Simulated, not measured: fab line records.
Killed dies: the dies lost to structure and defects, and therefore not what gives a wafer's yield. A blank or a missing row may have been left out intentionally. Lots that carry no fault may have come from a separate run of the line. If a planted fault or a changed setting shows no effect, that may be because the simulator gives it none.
Which tool is to blame? -- flow n5_finfet -- 10 lots with 30 wafers sampled at 5 steps, on a route of 1938 steps

WHAT THE GAUGES READ, wafer by wafer
N5_BEOL_M8_INSPECT_13: inspects for defects (brightfield). Usual: raw_defect_count reads 428 (standard deviation 98).
lot,measured,on,raw_defect_count,flag
L231,day 9 22:54,defect_inspect-01,476 631 568,
L232,day 10 04:44,defect_inspect-01,648 424 457,
L235,day 11 00:58,defect_inspect-02,329 413 407,
L239,day 12 13:34,defect_inspect-01,442 378 427,
L242,day 13 04:12,defect_inspect-01,368 372 493,
L243,day 13 05:14,defect_inspect-02,340 535 464,
L245,day 13 23:35,defect_inspect-01,271 397 365,
L246,day 14 02:15,defect_inspect-01,454 526 364,
L247,day 15 05:06,defect_inspect-02,543 505 392,
L250,day 16 04:04,defect_inspect-01,572 515 533,

N5_BEOL_M8_CD_MEAS_28: target cd 40 nm. Usual: cd_nm reads 40.02 nm (standard deviation 0.22).
lot,measured,on,cd_nm (nm),flag
L231,day 10 00:09,cd_sem-02,40.27 40.22 40.32,
L232,day 10 06:12,cd_sem-03,39.87 40.16 40.08,
L235,day 11 03:33,cd_sem-02,40.09 39.96 40.23,
L239,day 12 15:11,cd_sem-03,40.04 40.10 40.34,
L242,day 13 05:16,cd_sem-01,40.29 40.13 40.03,
L243,day 13 08:05,cd_sem-03,40.29 39.94 40.11,
L245,day 14 01:22,cd_sem-02,39.80 39.87 39.32,
L246,day 14 03:21,cd_sem-01,39.95 40.08 40.04,
L247,day 15 06:08,cd_sem-01,40.13 40.02 39.79,
L250,day 16 06:23,cd_sem-01,40.06 40.03 40.13,

N5_BEOL_M8_INSPECT_30: inspects for defects (brightfield). Usual: raw_defect_count reads 432 (standard deviation 99).
lot,measured,on,raw_defect_count,flag
L231,day 10 00:14,defect_inspect-01,476 628 599,
L232,day 10 06:17,defect_inspect-01,625 439 407,
L235,day 11 03:38,defect_inspect-01,378 467 456,
L239,day 12 15:16,defect_inspect-01,483 836 440,
L242,day 13 05:22,defect_inspect-02,351 315 472,
L243,day 13 08:11,defect_inspect-01,355 565 519,
L245,day 14 01:28,defect_inspect-01,281 405 354,
L246,day 14 03:26,defect_inspect-02,423 512 306,
L247,day 15 06:13,defect_inspect-01,576 499 413,
L250,day 16 06:28,defect_inspect-02,519 463 525,

WHAT TOOL EACH LOT RAN ON (gives the tool, then ch and the chambers of the sampled wafers, and finally the start)
lot,N5_BEOL_M8_ETCH_61,N5_BEOL_M8_STRIP_67
L231,"rie_diel-06 ch 0,2,3, day 9 23:14","rie_diel-06 ch 0,2,3, day 9 23:26"
L232,"rie_diel-06 ch 0,1,3, day 10 04:49","rie_diel-06 ch 0,1,3, day 10 05:01"
L235,"rie_diel-03 ch 0,1,2, day 11 02:13","rie_diel-03 ch 0,1,2, day 11 02:25"
L239,"rie_diel-06 ch 0,2,3, day 12 13:38","rie_diel-06 ch 0,2,3, day 12 13:50"
L242,"rie_diel-01 ch 0,2,3, day 13 04:16","rie_diel-01 ch 0,2,3, day 13 04:28"
L243,"rie_diel-03 ch 0,1,2, day 13 05:18","rie_diel-03 ch 0,1,2, day 13 05:30"
L245,"rie_diel-01 ch 0,1, day 13 23:40","rie_diel-01 ch 0,1, day 13 23:52"
L246,"rie_diel-01 ch 0,1,2, day 14 02:31","rie_diel-01 ch 0,1,2, day 14 02:43"
L247,"rie_diel-01 ch 0,2,3, day 15 05:11","rie_diel-01 ch 0,2,3, day 15 05:23"
L250,"rie_diel-03 ch 1,2, day 16 04:35","rie_diel-03 ch 1,2, day 16 04:48"
- N5_BEOL_M8_ETCH_61: etches SiARC in CF4, target depth 45.5 nm, time 75.8 s.
- N5_BEOL_M8_STRIP_67: strips in CF4.

AS READ BY THE TOOLS THEMSELVES (means over the sampled wafers that have a number; for cases with no such wafer, the mark the record gives instead)
N5_BEOL_M8_ETCH_61. Usual: value, then standard deviation, for each; chamber_pressure_mTorr 40.00 mTorr / 0.036; drypump_motor_current_A 5.6 A / 0.33; etch_rf_on_time_s 76.5 s / 2.1; oes_product_au 0.66 a.u. / 0.065; rf_vpp_V 184.3 V / 1; showerhead_plenum_p_Torr 2.16 Torr / 0.054; throttle_valve_pct 15.63 % / 0.25.
lot,tool,chamber_pressure_mTorr (mTorr),drypump_motor_current_A (A),etch_rf_on_time_s (s),oes_product_au (a.u.),rf_vpp_V (V),showerhead_plenum_p_Torr (Torr),throttle_valve_pct (%),flag
L231,rie_diel-06,39.98,5.5,74.5,0.68,184.3,2.16,15.72,
L232,rie_diel-06,40.00,5.5,74.1,0.64,184.3,2.16,15.86,
L235,rie_diel-03,39.99,5.8,78.2,0.66,183.2,2.15,15.66,
L239,rie_diel-06,40.00,5.5,74.2,0.66,184.2,2.15,15.74,
L242,rie_diel-01,40.01,5.6,77.8,0.72,184.2,2.17,15.39,
L243,rie_diel-03,40.06,5.8,79.3,0.64,183.7,2.14,15.69,
L245,rie_diel-01,39.99,5.6,74.7,0.66,184.7,2.22,15.50,
L246,rie_diel-01,40.00,5.6,75.0,0.69,184.6,2.21,15.60,
L247,rie_diel-01,39.99,5.6,76.4,0.70,184.1,2.17,15.42,
L250,rie_diel-03,40.01,6.1,78.1,0.73,183.9,2.11,15.47,

N5_BEOL_M8_STRIP_67. Usual: chamber_pressure_mTorr 50.00 mTorr, standard deviation 0.058; drypump_motor_current_A 5.6 A, standard deviation 0.33; oes_product_au 0.78 a.u., standard deviation 0.074; rf_vpp_V 271.6 V, standard deviation 1.3; showerhead_plenum_p_Torr 1.81 Torr, standard deviation 0.045; throttle_valve_pct 13.62 %, standard deviation 0.26.
lot,tool,chamber_pressure_mTorr (mTorr),drypump_motor_current_A (A),oes_product_au (a.u.),rf_vpp_V (V),showerhead_plenum_p_Torr (Torr),throttle_valve_pct (%),flag
L231,rie_diel-06,50.02,5.5,0.78,272.1,1.81,13.68,
L232,rie_diel-06,50.01,5.5,0.74,272.1,1.81,13.85,
L235,rie_diel-03,50.02,5.8,0.79,271.4,1.80,13.62,
L239,rie_diel-06,49.97,5.5,0.76,270.7,1.80,13.72,
L242,rie_diel-01,49.99,5.7,0.85,272.4,1.82,13.35,
L243,rie_diel-03,50.02,5.8,0.77,271.6,1.79,13.67,
L245,rie_diel-01,50.00,5.6,0.77,273.2,1.87,13.52,
L246,rie_diel-01,50.00,5.6,0.80,272.2,1.86,13.58,
L247,rie_diel-01,49.99,5.6,0.83,271.1,1.82,13.39,
L250,rie_diel-03,50.04,6.1,0.87,270.7,1.78,13.43,

THE ANSWER, worked out from the rows above alone
Rule: a lot is off if the mean of its wafers that have a number lies more than 3 standard deviations from the usual mean. Also off: a lot with no number at a reading for which 4 or more lots have one. Where the step has rows for the other lots, those lots are counted as sound. The gauges are gone through in route order, then the tools' own readings, and for those a lot's mean is taken as printed above. The first step at which some lot is off is used, and at that step the reading that is off furthest; a lot without a number counts as furthest.
No lot is off at any reading shown: from this, nothing can be told.

WHAT WAS PUT IN BY THE SIMULATOR
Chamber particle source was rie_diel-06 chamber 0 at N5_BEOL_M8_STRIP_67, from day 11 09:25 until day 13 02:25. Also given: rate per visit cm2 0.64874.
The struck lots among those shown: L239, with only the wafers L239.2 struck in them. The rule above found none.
